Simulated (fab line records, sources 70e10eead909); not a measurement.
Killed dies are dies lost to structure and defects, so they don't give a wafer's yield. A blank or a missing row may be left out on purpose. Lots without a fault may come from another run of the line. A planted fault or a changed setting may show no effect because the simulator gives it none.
Chamber matching | flow nand_harc | NHARC_P_BONDPAD_DEP_00 on pecvd-04: 3 sister chambers
The step deposits SiCN, target thk 250 nm. 3 wafers are shown with their chamber, then 7 later ones without.

WAFERS WITH THEIR CHAMBER
wafer  | chamber | heater_power_w (W)
L355.5 | 2       | 608
L358.2 | 0       | 556
L358.3 | 1       | 488

WAFERS WITHOUT THEIR CHAMBER
wafer  | heater_power_w (W)
L358.6 | 565
L362.3 | 552
L362.4 | 557
L362.5 | 589
L364.3 | 509
L364.5 | 484
L364.6 | 513

WHICH CHAMBER EACH WENT THROUGH
wafer  | from the rows above     | in truth
L358.6 | 0                       | 0
L362.3 | 0                       | 0
L362.4 | 0                       | 0
L362.5 | can't be placed: 2 or 0 | 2
L364.3 | can't be placed: 1 or 0 | 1
L364.5 | 1                       | 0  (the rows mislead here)
L364.6 | can't be placed: 1 or 0 | 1
Placed correctly: 3 of 7. Can't be placed from these rows: 3 (the true chamber is among the candidates in 3). Placed wrongly: 1.
How it was worked out, from the rows above alone: a wafer's distance from a chamber is the root of the sum, over the readings, of the square of ((its reading less the chamber's mean) divided by the reading's scatter). The wafer belongs to the nearest chamber; if the next one is less than 2 further off, it can't be placed. A chamber's mean is the mean of its shown wafers. The scatter: with one shown wafer a chamber, the root of the mean of the squares of how far each hidden wafer lies from its nearest shown one.
